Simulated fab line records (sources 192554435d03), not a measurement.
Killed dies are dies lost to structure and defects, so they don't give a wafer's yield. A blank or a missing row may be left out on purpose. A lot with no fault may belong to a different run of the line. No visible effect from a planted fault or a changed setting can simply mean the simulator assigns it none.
Chamber matching	flow n5Finfet	cmp-03 running N5_MOL_CONTACT_COAG_CMP_52: 4 sister chambers
The step polishes, stops on SiO2, t overpolish 1.5 s, target thk 66.5 nm. 4 wafers are shown with their chamber, then 9 later ones without.

## WAFERS, EACH WITH ITS CHAMBER
wafer	chamber	timeToEndpointS (s)
L082.3	3	15.0
L083.3	0	9.0
L083.4	1	13.8
L083.5	2	13.2

## WAFERS WITH NO CHAMBER GIVEN
wafer	timeToEndpointS (s)
L084.1	14.4
L084.4	14.0
L084.6	8.7
L086.1	10.4
L086.2	14.5
L086.3	16.2
L087.1	10.2
L087.2	14.6
L087.4	6.5

## WHICH CHAMBER EACH ONE RAN IN
wafer	from the rows above	in truth
L084.1	can't be placed: 1 or 3 or 2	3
L084.4	can't be placed: 1 or 2 or 3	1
L084.6	0	0
L086.1	can't be placed: 0 or 2 or 1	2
L086.2	can't be placed: 3 or 1 or 2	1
L086.3	can't be placed: 3 or 1 or 2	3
L087.1	can't be placed: 0 or 2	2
L087.2	can't be placed: 3 or 1 or 2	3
L087.4	0	0
Placed correctly: 2 of 9. From these rows, 7 cannot be placed; in 7 the true chamber is one of the candidates. Placed wrongly: 0.
How it was worked out, from the rows above alone: a wafer's distance from a chamber is the root of the sum, over the readings, of the square of ((its reading less the chamber's mean) divided by the reading's scatter). If the next closest chamber is less than 2 further off than the closest, the wafer can't be placed; otherwise it belongs to the closest. A chamber's mean is the mean of its shown wafers. The scatter: with one shown wafer a chamber, the root of the mean of the squares of how far each hidden wafer lies from its nearest shown one.
